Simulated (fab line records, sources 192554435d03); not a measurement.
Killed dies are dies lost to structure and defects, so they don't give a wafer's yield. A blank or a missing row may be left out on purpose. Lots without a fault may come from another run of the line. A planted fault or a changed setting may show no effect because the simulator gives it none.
Which tool did it? | flow n5_finfet | 12 lots, 36 wafers sampled, at 4 steps of a route of 1938

WHAT THE GAUGES READ, wafer by wafer
N5_BEOL_M3_THK_MEAS_01.
lot  | measured     | on            | M3_ILD_THK (nm)
L075 | day 7 04:46  | film_metro-01 | 79.2 79.2 79.7
L077 | day 7 17:58  | film_metro-01 | 77.7 77.4 78.9
L078 | day 8 07:16  | film_metro-01 | 78.7 80.2 80.0
L081 | day 8 22:27  | film_metro-01 | 79.0 78.4 79.8
L083 | day 9 13:59  | film_metro-02 | 80.2 78.9 79.9
L085 | day 10 02:42 | film_metro-02 | 78.6 79.5 78.5
L087 | day 10 08:21 | film_metro-02 | 78.6 78.4 79.7
L090 | day 11 01:54 | film_metro-01 | 79.1 80.7 80.5
L091 | day 11 08:11 | film_metro-02 | 78.7 79.9 79.8
L094 | day 12 02:19 | film_metro-01 | 77.8 78.5 78.7
L095 | day 12 15:53 | film_metro-01 | 78.1 77.6 78.7
L097 | day 12 20:45 | film_metro-02 | 79.3 80.5 81.5

WHICH TOOL RAN EACH LOT (tool, then ch and the chambers of the sampled wafers, then the start)
lot  | N5_BEOL_M2_VIA_ETCH_34             | N5_BEOL_M2_ALD_84                   | N5_BEOL_M2_SPUTTER_92
L075 | rie_diel-02 ch 0,1,2, day 6 23:44  | ald_metal-01 ch 0,1, day 7 00:51    | pvd_sputter-02, day 7 02:55
L077 | rie_diel-02 ch 0,2,3, day 7 13:34  | ald_metal-01 ch 0,1,3, day 7 14:28  | pvd_sputter-01, day 7 16:20
L078 | rie_diel-05 ch 0,1, day 8 01:07    | ald_metal-04 ch 0,1, day 8 01:53    | pvd_sputter-01, day 8 05:33
L081 | rie_diel-02 ch 0,1, day 8 15:53    | ald_metal-02 ch 0,2, day 8 17:05    | pvd_sputter-03, day 8 20:38
L083 | rie_diel-06 ch 1,2,3, day 9 09:37  | ald_metal-02 ch 0,1,2, day 9 10:28  | pvd_sputter-03, day 9 12:20
L085 | rie_diel-02 ch 1,2, day 9 20:39    | ald_metal-02 ch 1,3, day 9 21:31    | pvd_sputter-03, day 10 01:03
L087 | rie_diel-06 ch 0,1,2, day 10 03:57 | ald_metal-01 ch 0,1,2, day 10 04:52 | pvd_sputter-02, day 10 06:40
L090 | rie_diel-05 ch 1,3, day 10 21:25   | ald_metal-04 ch 0,2, day 10 21:59   | pvd_sputter-02, day 10 23:58
L091 | rie_diel-05 ch 1,3, day 11 03:07   | ald_metal-01 ch 0,1,2, day 11 04:26 | pvd_sputter-03, day 11 06:34
L094 | rie_diel-05 ch 0,1,2, day 11 20:53 | ald_metal-02 ch 0,2,3, day 11 21:56 | pvd_sputter-01, day 12 00:08
L095 | rie_diel-02 ch 1,2,3, day 12 09:46 | ald_metal-02 ch 0,2,3, day 12 10:37 | pvd_sputter-03, day 12 14:16
L097 | rie_diel-06 ch 1,2,3, day 12 16:06 | ald_metal-02 ch 0,1, day 12 17:21   | pvd_sputter-01, day 12 19:08
- N5_BEOL_M2_VIA_ETCH_34: etches the open film in C4F6/O2, target depth 69.4 nm, time 65.9 s.
- N5_BEOL_M2_ALD_84: deposits TaN, pulse time 2 s, purge time 3 s, co reactant purge time 2 s.
- N5_BEOL_M2_SPUTTER_92: material Cu, target thk 4.5 nm, time 8.29 s.

THE ANSWER, worked out from the rows above alone
Rule: what is usual is taken from the lots themselves. Put in order of their means at a reading, lots are off if they are a third of the lots or fewer, leave a main group of 4 or more, and stand apart from it by a gap of 3 or more times the standard deviation of the main group's means; of several such gaps the widest counts. A main group whose means are all the same, to the digits that the tables above print for the reading, isn't used. A lot without any number at a reading at which 4 lots or more have one is off too. The other lots that the step has rows for count as sound.
No lot is off at any reading shown: from this, nothing can be told.

WHAT THE SIMULATOR HAD PUT IN
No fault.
